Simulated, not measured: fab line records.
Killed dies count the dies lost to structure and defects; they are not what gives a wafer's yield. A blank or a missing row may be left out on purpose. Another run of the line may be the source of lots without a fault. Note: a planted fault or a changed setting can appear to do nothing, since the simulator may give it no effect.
The same fault as seen by 3 desks :: flow nandHarc :: what lay behind the numbers comes last; until then each desk has only its own

## DESK OF THE TOOL OWNER: rieDiel-04
The tool's own readings at NHARC_A_CONTACT_ETCH_31 (etches the open film in O2/COS, target depth 2800 nm, time 728 s): means of the sampled wafers that have a number, for each lot that ran on this tool. Any lot whose mean is over 4 standard deviations away from the usual mean is out of limits and marked OUT; that distance is given in the brackets.
Columns: A = drypumpMotorCurrentA at NHARC_A_CONTACT_ETCH_31, usual 6.0 A; B = oesProductAu at NHARC_A_CONTACT_ETCH_31, usual 0.996 a.u.; C = rfVppV at NHARC_A_CONTACT_ETCH_31, usual 314.1 V; D = showerheadPlenumPTorr at NHARC_A_CONTACT_ETCH_31, usual 3.11 Torr; E = throttleValvePct at NHARC_A_CONTACT_ETCH_31, usual 28.329 %
lot: L156
first seen here: day 25 00:09
A: 5.9
B: 0.996
C: 313.9
D: 3.06
E: 28.324

lot: L166
first seen here: day 29 02:07
A: 5.9
B: 0.927 (-7.5) OUT
C: 315.9
D: 3.23
E: 28.335

lot: L171
first seen here: day 32 00:12
A: 6.5
B: 1.003
C: 316.9
D: 3.24
E: 28.327
Finding of this desk: L166 out of limits; the first was L166 at day 29 02:07, on oesProductAu at NHARC_A_CONTACT_ETCH_31. L156, L171: within limits.

## METROLOGY DESK
What the gauges read, lot by lot, whatever tool the lot ran on: means of the sampled wafers that have a number. Any lot whose mean is over 4 standard deviations away from the usual mean is out of limits and marked OUT; that distance is given in the brackets.
Columns: A = cdNm at NHARC_A_CONTACT_CD_MEAS_08, usual 199.9 nm; B = overlayXNm at NHARC_A_CONTACT_OVL_MEAS_09, usual -0.1 nm; C = overlayYNm at NHARC_A_CONTACT_OVL_MEAS_09, usual 0.3 nm
lot: L151
first seen here: day 23 10:40
A: 199.7
B: 0.1
C: -0.7

lot: L156
first seen here: day 24 23:22
A: 199.3
B: 0.3
C: 0.7

lot: L166
first seen here: day 29 01:20
A: 200.4
B: 0.7
C: 0.8

lot: L170
first seen here: day 30 23:07
A: 200.1
B: 0.6
C: 0.7

lot: L171
first seen here: day 31 23:19
A: 199.3
B: -1.8
C: 0.0
Finding of this desk: none of the 5 lots has anything out of limits.

## THE DEFECT DESK
Lot by lot, what the route's inspections counted, given as the mean of those sampled wafers with a number. Any lot whose mean is over 4 standard deviations away from the usual mean is out of limits and marked OUT; that distance is given in the brackets.
Columns: A = rawDefectCount at NHARC_A_CONTACT_INSPECT_10, usual 89
lot: L151
first seen here: day 23 10:47
A: 74

lot: L156
first seen here: day 24 23:29
A: 77

lot: L166
first seen here: day 29 01:28
A: 147

lot: L170
first seen here: day 30 23:14
A: 70

lot: L171
first seen here: day 31 23:26
A: 67
Finding of this desk: none of the 5 lots has anything out of limits.

## BROUGHT TOGETHER
The tool owner's desk had the chance to raise an alarm at day 29 02:07 on L166.
Metrology desk: nothing out of limits seen.
Nothing the defect desk looked at was out of limits.
The metrology desk holds a record of L166, inside its limits.
The defect desk has L166 on record, within its limits.
All the named lots went through NHARC_A_CONTACT_ETCH_31 on rieDiel-04.

## WHAT THE SIMULATOR HAD INSERTED
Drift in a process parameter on rieDiel-04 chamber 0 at NHARC_A_CONTACT_ETCH_31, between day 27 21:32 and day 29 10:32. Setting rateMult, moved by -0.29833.
Struck lots among those shown: L166.
Delay in hours, fault start to first out-of-limits reading, by desk: the tool owner's desk at 29.
